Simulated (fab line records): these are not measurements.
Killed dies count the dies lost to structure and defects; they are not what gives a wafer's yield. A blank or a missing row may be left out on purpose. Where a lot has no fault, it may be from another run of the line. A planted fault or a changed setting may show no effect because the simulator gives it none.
fab line records	flow nandHarc
record lots=6	wafers=18	lastDay=33
route steps=1302 shown A_STAIRCASE@690 END@1302
lots with no fault: from the same line, run without faults
startH: hours from the record's opening day to when the first of the lot's shown wafers began	waitH: how many hours have passed since the lot's step before this one	" identical to the entry in the row above	L1.1+2: a row that stands for several wafers	- no value, or no start was given	* or withheld: withheld	< > ~ a bound
route shown NAME@n: a module of which the file shows steps, and the number in the route of the first	usual: mean and standard deviation over wafers with no fault	same: alike in all rows	chamber/n: place in a boat	sites: the reading at each site	_std_site: their standard deviation	_edge_site: outer sites' mean less inner sites'	radiusMm: for every site, how far away it sits from the centre of the wafer	mask NAME#n: copy n	behind: the tool/chamber that last shaped the wafer	hold: why the lot was held/for how many hours/how that ended	device: transistor that didn't switch, given as n, p or np	end of line: the tests these same wafers got at the end of their route	a step given without rows: its recipe and nothing more	killed: at the first sort, the dies lost to defects and structure; wafer yield is something else	map: the dies of a wafer, with x for killed, . for not killed, _ for no die there
set.NAME: the setting the step ran with; set.NAME@STEP: the setting that earlier step ran with	model.NAME: the simulator's own value behind a step, which no gauge read
certain route steps with their lots: each step a table, each wafer a row
services: from which hour (startH, from the record's first day; less than 0 if before it) a tool's chamber was out of use, for how many hours, and why
## steps
# step NHARC_A_STAIRCASE_DEHYDRATE_176
# recipe tempC=150	timeS=120
# step NHARC_A_STAIRCASE_HMDS_177
# recipe timeS=30
# step NHARC_A_STAIRCASE_COAT_178
# recipe spinRpm=1200
# step NHARC_A_STAIRCASE_SOFTBAKE_179
# recipe tempC=135	timeS=170
# step NHARC_A_STAIRCASE_EBR_180
# step NHARC_A_STAIRCASE_EXPOSE_181
# recipe na=0.5	doseMj=27.87	maskId=STAIR_2
# step NHARC_A_STAIRCASE_PEB_182
# recipe pebTempC=115	pebTimeS=130
# step NHARC_A_STAIRCASE_DEVELOP_183
# recipe timeS=140
# step NHARC_A_STAIRCASE_HARDBAKE_185
# recipe tempC=120	timeS=140
# step NHARC_A_STAIRCASE_DESCUM_186
# recipe timeS=3	o2FlowSccm=200	arFlowSccm=0	biasPowerW=0	chemistry=O2
# usual drypumpMotorCurrentA=5.6/0.4	oesProductAu=1.002/0.0072	rfVppV=57.8/0.88	showerheadPlenumPTorr=1.88/0.059	throttleValvePct=11.311/0.0093
lot.wafer	tool	chamber	startH	waitH	drypumpMotorCurrentA	oesProductAu	rfHoursCounterH	rfVppV	showerheadPlenumPTorr	throttleValvePct
L670.3	rieDiel-06	0	387.45	-	5.8	1.002	33	58.6	1.88	11.298
L670.5	"	2	"	"	5.0	0.997	-	58.3	1.93	11.304
L670.6	"	3	"	"	5.9	1.003	-	57.1	1.83	11.300
L672.4	rieDiel-06	1	426.78	-	5.8	1.006	47	59.4	1.96	11.314
L672.2	"	2	"	"	5.0	1.001	48	57.4	1.92	11.317
L672.1	"	3	"	"	5.9	0.995	50	57.0	1.83	11.314
L675.4	rieDiel-06	1	451.88	-	5.8	1.000	51	57.2	1.96	11.314
L675.1	"	3	"	"	5.9	0.997	53	58.4	1.83	11.323
L675.3	"	0	"	"	5.8	1.006	52	56.5	1.87	11.314
L677.2	rieDiel-06	1	464.07	-	5.8	1.012	57	60.1	1.96	11.325
L677.1	"	2	"	"	5.0	0.992	54	58.4	1.92	11.314
L677.6	"	3	"	"	5.9	1.005	-	58.5	1.83	11.313
L685.1	rieDiel-06	1	547.93	-	5.7	0.999	20	58.3	1.95	11.307
L685.6	"	0	"	"	5.8	1.003	-	58.3	1.86	11.298
L685.5	"	1	"	"	5.8	1.011	-	59.0	1.95	11.322
L689.3	rieDiel-09	0	591.50	-	5.7	1.003	36	58.1	1.80	11.316
L689.4	"	1	"	"	6.2	0.999	32	57.2	1.81	11.331
L689.6	"	1	"	"	6.2	1.003	-	57.4	1.81	11.309
# step NHARC_A_STAIRCASE_TRIM_187
# recipe timeS=211.2	o2FlowSccm=500	arFlowSccm=0	biasW=0	chemistry=O2
# usual drypumpMotorCurrentA=5.6/0.39	oesProductAu=1.001/0.0075	rfVppV=57.6/0.73	showerheadPlenumPTorr=3.47/0.1	throttleValvePct=17.037/0.0086
# same biasW=0
lot.wafer	tool	chamber	startH	waitH	drypumpMotorCurrentA	oesProductAu	rfHoursCounterH	rfVppV	showerheadPlenumPTorr	throttleValvePct
L670.3	rieDiel-06	3	387.63	0.2	5.9	1.001	35	58.1	3.39	17.033
L670.5	"	1	"	"	5.8	0.998	-	58.0	3.62	17.036
L670.6	"	2	"	"	5.1	0.990	-	57.6	3.55	17.030
L672.4	rieDiel-06	3	426.85	0.1	5.9	0.999	50	56.4	3.38	17.037
L672.1	"	0	"	"	5.7	0.999	47	56.5	3.46	17.033
L672.2	"	2	"	"	5.1	0.995	48	58.2	3.54	17.032
L675.4	rieDiel-06	1	451.98	0.1	5.8	1.003	51	58.1	3.61	17.052
L675.1	"	2	"	"	5.1	0.993	51	57.6	3.54	17.051
L675.3	"	3	"	"	5.9	0.996	53	57.1	3.38	17.040
L677.2	rieDiel-06	0	464.17	0.1	5.7	0.999	57	58.5	3.46	17.040
L677.1	"	1	"	"	5.8	1.001	57	57.9	3.61	17.038
L677.6	"	3	"	"	5.9	0.997	-	57.1	3.38	17.044
L685.1	rieDiel-06	1	548.05	0.1	5.8	1.001	20	58.1	3.59	17.030
L685.5	"	2	"	"	5.1	1.006	-	57.6	3.52	17.037
L685.6	"	3	"	"	5.9	1.000	-	56.7	3.37	17.026
L689.4	rieDiel-09	3	591.60	0.1	5.8	0.993	32	58.5	3.57	17.039
L689.3	"	1	"	"	6.2	1.009	32	57.3	3.34	17.043
L689.6	"	0	"	"	5.7	0.999	-	57.1	3.33	17.048
# step NHARC_A_STAIRCASE_ETCH_188
# recipe targetDepthA=1000	timeS=40.5	ionEnergyEv=400	c4f8FlowSccm=20	o2FlowSccm=10	arFlowSccm=withheld	rfW=600	biasW=1000	chemistry=C4F8/O2
# usual biasW=1000/3	chamberPressureMTorr=25.001/0.024	oesProductAu=0.943/0.014	rfVppV=894/3.9
lot.wafer	tool	chamber	startH	waitH	biasW	chamberPressureMTorr	oesProductAu	rfHoursCounterH	rfVppV
L670.3	rieDiel-06	3	387.85	-	999	25.039	0.930	36	891
L670.5	"	2	"	"	1005	25.017	0.925	-	895
L670.6	"	3	"	"	997	24.967	0.924	-	892
L672.4	rieDiel-06	2	427.01	-	1001	24.968	0.971	48	897
L672.2	"	3	"	"	1002	25.023	0.947	50	890
L672.1	"	1	"	"	1005	25.032	0.961	47	900
L675.1	rieDiel-06	0	452.12	-	-	-	-	-	-
L675.3	"	1	"	"	-	-	-	-	-
L675.4	"	3	"	"	-	-	-	-	-
L677.2	rieDiel-06	1	464.29	-	-	-	-	-	-
L677.1	"	2	"	"	-	-	-	-	-
L677.6	"	1	"	"	-	-	-	-	-
L685.1	rieDiel-06	0	548.17	-	997	24.999	0.962	21	892
L685.6	"	2	"	"	998	25.024	0.955	-	895
L685.5	"	3	"	"	996	24.985	0.962	-	890
L689.3	rieDiel-09	3	591.75	-	995	24.976	0.936	33	898
L689.4	"	1	"	"	1001	25.004	0.943	33	890
L689.6	"	3	"	"	1000	24.968	0.935	-	898
# step NHARC_A_STAIRCASE_TRIM_189
# recipe timeS=211.2	o2FlowSccm=500	arFlowSccm=0	biasW=0	chemistry=O2
# usual drypumpMotorCurrentA=5.6/0.38	oesProductAu=1.002/0.008	rfVppV=57.7/0.81	showerheadPlenumPTorr=3.47/0.1	throttleValvePct=17.036/0.0083
# same biasW=0
lot.wafer	tool	chamber	startH	waitH	drypumpMotorCurrentA	oesProductAu	rfHoursCounterH	rfVppV	showerheadPlenumPTorr	throttleValvePct
L670.3	rieDiel-06	2	-	-	5.1	1.015	35	58.2	3.55	17.043
L670.5	"	0	"	"	5.7	0.999	-	58.6	3.47	17.032
L670.6	"	1	"	"	5.8	1.014	-	59.6	3.62	17.040
L672.2	rieDiel-06	2	-	-	5.0	0.998	48	58.4	3.54	17.027
L672.4	"	3	"	"	5.9	0.998	50	56.3	3.38	17.035
L672.1	"	0	"	"	5.8	1.002	48	58.6	3.46	17.032
L675.1	rieDiel-06	3	-	-	5.9	0.995	53	56.2	3.38	17.023
L675.4	"	1	"	"	5.8	0.995	52	58.3	3.61	17.023
L675.3	"	2	"	"	5.1	1.000	51	56.6	3.54	17.045
L677.1	rieDiel-06	2	-	-	5.1	0.989	55	58.0	3.54	17.030
L677.2	"	0	"	"	5.7	1.008	57	56.9	3.46	17.033
L677.6	"	2	"	"	5.1	0.985	-	57.6	3.54	17.037
L685.1	rieDiel-06	3	-	-	5.9	1.015	14	57.1	3.37	17.047
L685.6	"	0	"	"	5.8	0.995	-	57.5	3.44	17.036
L685.5	"	1	"	"	5.8	1.013	-	58.2	3.59	17.014
L689.3	rieDiel-09	1	-	-	6.2	1.005	33	57.4	3.34	17.035
L689.4	"	3	"	"	5.8	0.999	33	58.3	3.57	17.043
L689.6	"	1	"	"	6.2	1.005	-	57.3	3.34	17.035
# step NHARC_END_SORT_01
# recipe tempC=25
# usual killedAtArray=59/17	killedAtOther=0.7/0.9	killedAtPeriphery=3.6/2.3	killedDies=63/18	killedOpen=3.4/1.9	killedShort=2.6/1.7
# same grossDies=677
lot.wafer	tool	chamber	startH	waitH	killedAtArray	killedAtOther	killedAtPeriphery	killedDies	killedOpen	killedShort
L672.1	prober-01	0	634.31	2.5	52	0	5	57	1	1
L672.2	prober-01	0	635.12	2.8	73	0	2	75	4	2
L672.4	prober-01	0	636.72	3.4	60	0	7	67	0	1
L675.1	prober-02	0	652.20	2.5	669	1	7	677	5	3
L675.3	prober-02	0	653.78	3.1	670	1	6	677	4	1
L675.4	prober-02	0	654.57	3.4	670	1	6	677	4	1
L677.1	prober-01	0	682.72	2.5	672	0	5	677	7	2
L677.2	prober-01	0	683.51	2.8	676	0	1	677	2	4
L677.6	prober-01	0	686.68	4.0	672	0	5	677	5	5
L685.1	prober-02	0	744.42	2.5	66	1	9	76	3	4
L685.5	prober-02	0	747.61	3.7	55	1	7	63	5	3
L685.6	prober-02	0	748.41	4.0	48	1	8	57	2	1
# killed by level:class
L672.1 A_SLIT:chamberFilmFlake=29 A_CHANNEL_HOLE_D2:chamberFilmFlake=13 A_CHANNEL_HOLE_D1:chamberFilmFlake=3 P_BONDPAD:chamberFilmFlake=2 A_WL_FILL:chamberFilmFlake=2 A_CONTACT:chamberFilmFlake=2 P_M2:geometricParticle:open=1 A_CHANNEL_FILL_D1:geometricParticle:short=1
L672.2 A_SLIT:chamberFilmFlake=35 A_CHANNEL_HOLE_D2:chamberFilmFlake=16 A_CONTACT:chamberFilmFlake=7 A_WL_FILL:chamberFilmFlake=5 A_CHANNEL_HOLE_D1:chamberFilmFlake=3 P_M2:geometricParticle:open=1 A_CHANNEL_FILL_D1:geometricParticle:open=1 A_CHANNEL_HOLE_D2:geometricParticle:short=1
L672.4 A_SLIT:chamberFilmFlake=31 A_CHANNEL_HOLE_D2:chamberFilmFlake=15 A_CONTACT:chamberFilmFlake=6 P_BONDPAD:chamberFilmFlake=4 A_STAIRCASE:chamberFilmFlake=3 A_CHANNEL_HOLE_D1:chamberFilmFlake=2 A_WL_FILL:chamberFilmFlake=2 P_CONTACT:geometricParticle:short=1
L675.1 A_STAIRCASE:areaEtch=632 A_CHANNEL_HOLE_D2:chamberFilmFlake=15 A_CHANNEL_HOLE_D1:chamberFilmFlake=6 A_ONON_D2:geometricParticle:open=3 P_GATE:chamberFilmFlake=3 A_CONTACT:chamberFilmFlake=3 A_CHANNEL_FILL_D2:geometricParticle:short=2 A_STAIRCASE:chamberFilmFlake=2
L675.3 A_STAIRCASE:areaEtch=640 A_CHANNEL_HOLE_D2:chamberFilmFlake=12 A_CHANNEL_HOLE_D1:chamberFilmFlake=6 A_STAIRCASE:chamberFilmFlake=3 A_CONTACT:geometricParticle:open=2 P_STI:chamberFilmFlake=2 P_CONTACT:chamberFilmFlake=2 A_WL_FILL:chamberFilmFlake=2
L675.4 A_STAIRCASE:areaEtch=640 A_CHANNEL_HOLE_D2:chamberFilmFlake=13 A_CHANNEL_HOLE_D1:chamberFilmFlake=5 P_ZERO_WELL:chamberFilmFlake=3 A_SLIT:chamberFilmFlake=2 A_WL_FILL:chamberFilmFlake=2 A_CONTACT:chamberFilmFlake=2 P_GATE:geometricParticle:open=1
L677.1 A_STAIRCASE:areaEtch=619 A_CHANNEL_HOLE_D1:chamberFilmFlake=31 A_CONTACT:chamberFilmFlake=8 A_SLIT:chamberFilmFlake=3 P_CONTACT:geometricParticle:open=2 A_CHANNEL_FILL_D1:geometricParticle:open=2 A_CHANNEL_HOLE_D2:chamberFilmFlake=2 P_M2:geometricParticle:short=1
L677.2 A_STAIRCASE:areaEtch=622 A_CHANNEL_HOLE_D1:chamberFilmFlake=33 A_CONTACT:chamberFilmFlake=10 P_GATE:geometricParticle:open=1 A_ONON_D1:geometricParticle:short=1 A_CHANNEL_FILL_D1:geometricParticle:short=1 A_CHANNEL_HOLE_D2:geometricParticle:open=1 A_CHANNEL_FILL_D2:geometricParticle:short=1
L677.6 A_STAIRCASE:areaEtch=614 A_CHANNEL_HOLE_D1:chamberFilmFlake=35 A_CONTACT:chamberFilmFlake=6 A_SLIT:chamberFilmFlake=3 A_ONON_D1:geometricParticle:open=2 P_ZERO_WELL:chamberFilmFlake=2 A_CHANNEL_HOLE_D2:unspecified=2 P_STI:geometricParticle:short=1
L685.1 A_CHANNEL_HOLE_D2:chamberFilmFlake=33 A_CHANNEL_HOLE_D1:chamberFilmFlake=12 P_CONTACT:chamberFilmFlake=5 A_SLIT:chamberFilmFlake=5 P_GATE:chamberFilmFlake=3 A_DECK1_JOINT:chamberFilmFlake=3 A_ONON_D1:geometricParticle:short=2 A_ONON_D1:geometricParticle:open=2
L685.5 A_CHANNEL_HOLE_D2:chamberFilmFlake=22 A_CHANNEL_HOLE_D1:chamberFilmFlake=12 P_CONTACT:chamberFilmFlake=7 A_SLIT:chamberFilmFlake=5 A_WL_FILL:chamberFilmFlake=3 A_CHANNEL_HOLE_D2:geometricParticle:open=2 A_WL_FILL:geometricParticle:open=2 A_CONTACT:chamberFilmFlake=2
L685.6 A_CHANNEL_HOLE_D2:chamberFilmFlake=20 A_CHANNEL_HOLE_D1:chamberFilmFlake=11 A_SLIT:chamberFilmFlake=7 P_GATE:chamberFilmFlake=4 P_CONTACT:chamberFilmFlake=3 A_STAIRCASE:chamberFilmFlake=3 A_CONTACT:chamberFilmFlake=2 P_CONTACT:geometricParticle:short=1
# map L675.1 (x killed, . not)
____________x____________
_________xxxxxxx_________
_______xxxxxxxxxxx_______
______xxxxxxxxxxxxx______
_____xxxxxxxxxxxxxxx_____
____xxxxxxxxxxxxxxxxx____
____xxxxxxxxxxxxxxxxx____
___xxxxxxxxxxxxxxxxxxx___
___xxxxxxxxxxxxxxxxxxx___
__xxxxxxxxxxxxxxxxxxxxx__
__xxxxxxxxxxxxxxxxxxxxx__
_xxxxxxxxxxxxxxxxxxxxxxx_
_xxxxxxxxxxxxxxxxxxxxxxx_
_xxxxxxxxxxxxxxxxxxxxxxx_
_xxxxxxxxxxxxxxxxxxxxxxx_
_xxxxxxxxxxxxxxxxxxxxxxx_
xxxxxxxxxxxxxxxxxxxxxxxxx
xxxxxxxxxxxxxxxxxxxxxxxxx
xxxxxxxxxxxxxxxxxxxxxxxxx
xxxxxxxxxxxxxxxxxxxxxxxxx
xxxxxxxxxxxxxxxxxxxxxxxxx
_xxxxxxxxxxxxxxxxxxxxxxx_
_xxxxxxxxxxxxxxxxxxxxxxx_
_xxxxxxxxxxxxxxxxxxxxxxx_
_xxxxxxxxxxxxxxxxxxxxxxx_
_xxxxxxxxxxxxxxxxxxxxxxx_
__xxxxxxxxxxxxxxxxxxxxx__
__xxxxxxxxxxxxxxxxxxxxx__
___xxxxxxxxxxxxxxxxxxx___
___xxxxxxxxxxxxxxxxxxx___
____xxxxxxxxxxxxxxxxx____
____xxxxxxxxxxxxxxxxx____
_____xxxxxxxxxxxxxxx_____
______xxxxxxxxxxxxx______
_______xxxxxxxxxxx_______
_________xxxxxxx_________
____________x____________
# map L677.1 (x killed, . not)
____________x____________
_________xxxxxxx_________
_______xxxxxxxxxxx_______
______xxxxxxxxxxxxx______
_____xxxxxxxxxxxxxxx_____
____xxxxxxxxxxxxxxxxx____
____xxxxxxxxxxxxxxxxx____
___xxxxxxxxxxxxxxxxxxx___
___xxxxxxxxxxxxxxxxxxx___
__xxxxxxxxxxxxxxxxxxxxx__
__xxxxxxxxxxxxxxxxxxxxx__
_xxxxxxxxxxxxxxxxxxxxxxx_
_xxxxxxxxxxxxxxxxxxxxxxx_
_xxxxxxxxxxxxxxxxxxxxxxx_
_xxxxxxxxxxxxxxxxxxxxxxx_
_xxxxxxxxxxxxxxxxxxxxxxx_
xxxxxxxxxxxxxxxxxxxxxxxxx
xxxxxxxxxxxxxxxxxxxxxxxxx
xxxxxxxxxxxxxxxxxxxxxxxxx
xxxxxxxxxxxxxxxxxxxxxxxxx
xxxxxxxxxxxxxxxxxxxxxxxxx
_xxxxxxxxxxxxxxxxxxxxxxx_
_xxxxxxxxxxxxxxxxxxxxxxx_
_xxxxxxxxxxxxxxxxxxxxxxx_
_xxxxxxxxxxxxxxxxxxxxxxx_
_xxxxxxxxxxxxxxxxxxxxxxx_
__xxxxxxxxxxxxxxxxxxxxx__
__xxxxxxxxxxxxxxxxxxxxx__
___xxxxxxxxxxxxxxxxxxx___
___xxxxxxxxxxxxxxxxxxx___
____xxxxxxxxxxxxxxxxx____
____xxxxxxxxxxxxxxxxx____
_____xxxxxxxxxxxxxxx_____
______xxxxxxxxxxxxx______
_______xxxxxxxxxxx_______
_________xxxxxxx_________
____________x____________
## services
tool	chamber	startH	hours	kind
rieDiel-06	0	365.40	-	clean
rieDiel-06	1	365.40	-	clean
rieDiel-06	2	365.40	-	clean
rieDiel-06	3	365.40	-	clean
rieDiel-09	0	380.91	7.5	repair
rieDiel-06	0	389.90	-	clean
rieDiel-06	1	389.90	-	clean
rieDiel-06	2	389.90	-	clean
rieDiel-06	3	389.90	-	clean
rieDiel-06	0	414.40	-	clean
rieDiel-06	1	414.40	-	clean
rieDiel-06	2	414.40	-	clean
rieDiel-06	3	414.40	-	clean
rieDiel-06	0	421.50	4.5	repair
rieDiel-06	0	438.93	-	clean
rieDiel-09	2	450.40	4.0	repair
rieDiel-09	0	452.41	12.4	repair
rieDiel-06	-	484.20	9.0	pm
rieDiel-09	0	485.52	4.6	repair
rieDiel-09	-	499.32	9.0	pm
rieDiel-06	-	505.03	0.9	repair
rieDiel-06	2	553.95	8.9	repair
rieDiel-09	1	567.42	1.8	repair
rieDiel-06	2	584.26	14.5	repair
## key
firstSign step=NHARC_A_STAIRCASE_ETCH_188	reading=toolRecord	direction=missing
effect step=NHARC_END_SORT_01	reading=killedAtArray	direction=up	sigmas=36	usual=59	struck=672
moreKillsBornAt NHARC_A_STAIRCASE_ETCH_188@rieDiel-06=3763
metAt NHARC_A_STAIRCASE_ETCH_188
struckWafers L675.1,L675.3,L675.4,L677.1,L677.2,L677.6
laterRowsLeftOut L675.1,L675.3,L675.4,L677.1,L677.2,L677.6
testerLeftOut L675,L677
onsetBetween 427.01 452.12
fault kind=skippedStepWhole	tool=rieDiel-06	chamber=-	onsetH=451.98	steps=NHARC_A_STAIRCASE_ETCH_188	scope=struckLotsOnly
# testerLeftOut: of these lots the tester's yield and bins aren't shown, on N5 and GAA mostly nor the transistor test; their killed dies are dies lost to structure and defects alone, not to doping, threshold or leakage, so they don't give the yield
# laterRowsLeftOut: the simulator's readings of these wafers behind a module that went badly wrong aren't trusted and aren't shown, but for the sort
